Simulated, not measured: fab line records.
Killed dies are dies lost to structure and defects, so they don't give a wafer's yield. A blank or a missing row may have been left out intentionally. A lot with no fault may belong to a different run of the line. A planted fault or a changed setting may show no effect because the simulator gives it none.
Code-filled problem report in 8D (eight disciplines) form :: flow n5 finfet :: the parts of the form that need people (team, actions taken, sign-off) are left out

1. WHAT IS WRONG
Wafers without a fault read 1500.2 rpm, standard deviation 1; spin speed rpm at N5_BEOL_M0_SAQP_COAT_34 reads a mean of 1262.8 rpm on 6 wafers belonging to 2 lots. That is -99 or more standard deviations from the usual mean.
The step: resist thk 30 nm.
The first sign was on wafer L437.2 at day 9 02:08, on litho track-05. The record holds 30 wafers of 10 lots with a number at this step. By rule, "out" or "out of limits" means more than 4 standard deviations away from the usual mean. The rest of the wafers with a number are treated as sound.

2. WHAT IT IS; WHAT IT IS NOT
question: which readings at this step
is: spin speed rpm
is not: -

question: which lots
is: L437, L441
is not: L424, L427, L430, L433, L434, L436, L442, L443

question: which wafers of those lots
is: all that have a number
is not: -

question: read on which tools
is: litho track-05
is not: litho track-01, litho track-02

question: when
is: from day 9 02:08
is not: up to then (18 sound wafers); but 6 sound wafers of L442, L443 came after

3. WHAT RULES OUT EACH SUSPECT
Counting: any tool at a process step up to the reading is kept as a suspect provided that every lot that is out went through it and no sound lot did after the first of them.
- litho track-05 at N5_BEOL_M0_SAQP_COAT_34 (resist thk 30 nm): kept. All lots that are out passed through it, beginning with L437 at day 9 02:08, and no sound lot followed; its final sound lot before that point was L433 at day 8 02:06. Its own spin speed rpm readings are out on those wafers.
The count leaves litho track-05 at N5_BEOL_M0_SAQP_COAT_34.

4. THE CAUSE (what the simulator had put in)
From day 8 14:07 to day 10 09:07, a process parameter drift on litho track-05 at N5_BEOL_M0_SAQP_COAT_34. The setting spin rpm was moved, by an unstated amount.
After counting, this tool was the only one left.

5. THE CHAIN OF EFFECTS, in route order
Each row: a reading whose mean over the struck wafers that have a number lies more than 3 standard deviations from the usual. Only readings for which the record gives a usual standard deviation are gone through. hours: the time from each lot's start at the first step in this table that gives one to its start at this step, as a median over the lots. sigmas: the change in usual standard deviations.
hours: 0
step: N5_BEOL_M0_SAQP_COAT_34
reading: spin speed rpm
usual: 1500.2 rpm
on struck wafers: 1262.8
change: -237.4
sigmas: -99 or more
Here are the process steps it includes:
- N5_BEOL_M0_SAQP_COAT_34: resist thk 30 nm.
Later steps that measure or inspect, where all struck wafers having a row at the step show a number for every such reading and not one has moved that far: N5_BEOL_M0_SAQP_INSPECT_42, N5_BEOL_M4_RC_MEAS_101.

6. WHAT WOULD HAVE CAUGHT IT SOONER
First out-of-limits reading in this record: day 9 02:08, which is 12 hours after fault onset at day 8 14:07.
